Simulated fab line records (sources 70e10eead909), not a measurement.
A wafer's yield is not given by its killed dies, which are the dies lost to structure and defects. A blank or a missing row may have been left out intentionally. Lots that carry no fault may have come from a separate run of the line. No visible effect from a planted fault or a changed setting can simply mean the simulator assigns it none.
Struck lot and sound lot, side by side | flow nandHarc | 42 out of 1159 route steps
Sound: wafers L421.4, L421.5, L421.6. Wafers struck: L427.1, L427.2, L427.3. The cause comes at the end.
Per side, at each step with rows, come the tool, then ch with its chambers, and then its first start. Under that, the readings that differ: sound wafers | struck wafers | difference of the means | sigmas: that difference in standard deviations of wafers without a fault.
alike: same words and numbers on both sides, and readings whose means sit less than 2 such deviations apart. not compared: any withheld reading, any reading some wafer has no value for, any bound like >300 that may hide the same value, and any number with overlapping values for which the record gives no deviation.
A row with sigmas, a row that says differs or no value, or rows on one side alone: a step with any of these is where the two part. Non-overlapping numbers with no deviation appear without sigmas and do not part them. A reading that every wafer of one side lacks parts them only if that side has two wafers or more.

NHARC_A_CONTACT_ETCH_115: etches the open film in C4F8/O2/Ar, time 94 s, target depth 922 nm.
  sound on harCapEtch-02 ch 0,1, day 16 21:09; struck on harCapEtch-03 ch 0,1, day 19 06:35
  not compared: rfHoursCounterH
then, 1 step without rows for these wafers: NHARC_A_CONTACT_ETCH_116 (etches the open film in C4F8/O2/Ar, time 94 s, target depth 922 nm).
NHARC_A_CONTACT_ETCH_117: etches the open film in C4F8/O2/Ar, time 94 s, target depth 922 nm.
  sound on harCapEtch-02 ch 0,1, day 16 21:20; struck on harCapEtch-03 ch 0,1, day 19 06:46
  not compared: rfHoursCounterH
then, 8 steps without rows for these wafers: NHARC_A_CONTACT_ETCH_118 (etches the open film in C4F8/O2/Ar, time 94 s, target depth 922 nm); NHARC_A_CONTACT_ETCH_119 (etches the open film in C4F8/O2/Ar, time 94 s, target depth 922 nm); NHARC_A_CONTACT_ETCH_120 (etches the open film in C4F8/O2/Ar, time 94 s, target depth 922 nm); NHARC_A_CONTACT_ETCH_121 (etches the open film in C4F8/O2/Ar, time 94 s, target depth 922 nm); NHARC_A_CONTACT_ETCH_122 (etches the open film in C4F8/O2/Ar, time 95 s, target depth 930 nm); NHARC_A_CONTACT_ETCH_123 (etches the open film in C4F8/O2/Ar, time 253 s, target depth 1090 nm); NHARC_A_CONTACT_ETCH_90 (etches the open film in CH3F/O2, target depth 40 nm, time 85.7 s); NHARC_A_CONTACT_ETCH_96 (etches the open film in C4F6/O2, target depth 20 nm, time 10 s).
NHARC_A_CONTACT_CD_MEAS_53:
  struck on cdSem-02, day 19 08:08; sound on cdSem-02, day 16 22:40
  alike: cdNm
NHARC_A_CONTACT_STRIP_99: strips in N2/H2.
  sound on rieDiel-10 ch 0,1,2, day 16 22:45; struck on rieDiel-10 ch 0,1,3, day 19 08:13
then, 2 steps without rows for these wafers: NHARC_A_CONTACT_STRIP_100 (strips in CF4/CHF3); NHARC_A_CONTACT_STRIP_101 (strips in O2/COS).
NHARC_A_CONTACT_ETCH_102: etches the open film in CF4/O2, target depth 70 nm, overetch 7 nm, time 38.5 s.
  sound on rieDiel-10 ch 0,1,2, day 16 23:08; struck on rieDiel-10 ch 0,2,3, day 19 08:26
reading              | sound                | struck               | difference | sigmas
throttleValvePct (%) | 13.420 13.421 13.399 | 13.400 13.402 13.377 | -0.020     | -2
  alike: drypumpMotorCurrentA, oesProductAu, rfVppV, showerheadPlenumPTorr
  not compared: rfHoursCounterH
then, 14 steps without rows for these wafers: NHARC_A_CONTACT_STRIP_55 (strips in O2); NHARC_A_CONTACT_STRIP_56 (strips in post etch residue remover, time 600 s); NHARC_A_CONTACT_DEP_57 (deposits aC, target thk 2800 nm); NHARC_A_CONTACT_DEP_58 (deposits SiON, target thk 60 nm); NHARC_A_CONTACT_DEHYDRATE_59 (time 120 s); NHARC_A_CONTACT_HMDS_60 (time 30 s); NHARC_A_CONTACT_COAT_61 (time 75 s); NHARC_A_CONTACT_COAT_62 (time 65 s); NHARC_A_CONTACT_COAT_63 (resist thk 90 nm); NHARC_A_CONTACT_SOFTBAKE_64 (time 55 s); NHARC_A_CONTACT_EBR_65; NHARC_A_CONTACT_EXPOSE_66 (exposes mask A CC 2); NHARC_A_CONTACT_PEB_67 (peb time 65 s); NHARC_A_CONTACT_DEVELOP_68 (develop time 35 s).
NHARC_A_CONTACT_CD_MEAS_69: the cd target is 200 nm.
  sound on cdSem-01 ch 0, day 17 02:42; struck on cdSem-03 ch 0, day 19 11:25
  alike: cdNm
NHARC_A_CONTACT_OVL_MEAS_70:
  struck on overlay-02, day 19 11:31; sound on overlay-02, day 17 02:47
reading         | sound       | struck         | difference | sigmas
overlayXNm (nm) | 1.6 1.8 1.2 | -1.2 -1.4 -1.0 | -2.7       | -3
  alike: overlayYNm
NHARC_A_CONTACT_DESCUM_74: chemistry O2, time 3 s.
  sound on rieDiel-03 ch 1,2,3, day 17 03:01; struck on rieDiel-03 ch 1,2,3, day 19 11:38
  alike: drypumpMotorCurrentA, oesProductAu, rfVppV, showerheadPlenumPTorr, throttleValvePct
  not compared: rfHoursCounterH
NHARC_A_CONTACT_ETCH_75: etches the open film in CF4, target depth 39 nm, time 65 s.
  sound on rieDiel-03 ch 0,1,2, day 17 03:15; struck on rieDiel-03 ch 0,2,3, day 19 11:47
  alike: drypumpMotorCurrentA, oesProductAu, rfVppV, showerheadPlenumPTorr, throttleValvePct
  not compared: rfHoursCounterH
then, 7 steps without rows for these wafers: NHARC_A_CONTACT_ETCH_76 (etches the open film in N2/H2, target depth 260 nm, time 475.3 s); NHARC_A_CONTACT_ETCH_77 (etches the open film in CF4/CHF3, target depth 72.6 nm, time 36.3 s); NHARC_A_CONTACT_ETCH_78 (etches the open film in O2/COS, target depth 2800 nm, time 728 s); NHARC_A_CONTACT_ETCH_124 (etches the open film in C4F8/O2/Ar, time 140 s, target depth 700 nm); NHARC_A_CONTACT_ETCH_125 (etches the open film in C4F8/O2/Ar, time 155 s, target depth 956 nm); NHARC_A_CONTACT_ETCH_126 (etches the open film in C4F8/O2/Ar, time 155 s, target depth 956 nm); NHARC_A_CONTACT_ETCH_127 (etches the open film in C4F8/O2/Ar, time 155 s, target depth 956 nm).
-- jump in the record: it breaks off in module A_CONTACT and resumes in module END (first step shown: number 1159 of the route), and 3 days separate the struck wafers' starts before and after --
NHARC_END_SORT_01:
  the record has rows for the struck wafers here (prober-01 ch 0, day 22 04:32) and none for the sound ones

WHERE THEY PART
Earliest at NHARC_A_CONTACT_ETCH_102; latest, in this record, at NHARC_END_SORT_01.

WHY: what had been put in by the simulator
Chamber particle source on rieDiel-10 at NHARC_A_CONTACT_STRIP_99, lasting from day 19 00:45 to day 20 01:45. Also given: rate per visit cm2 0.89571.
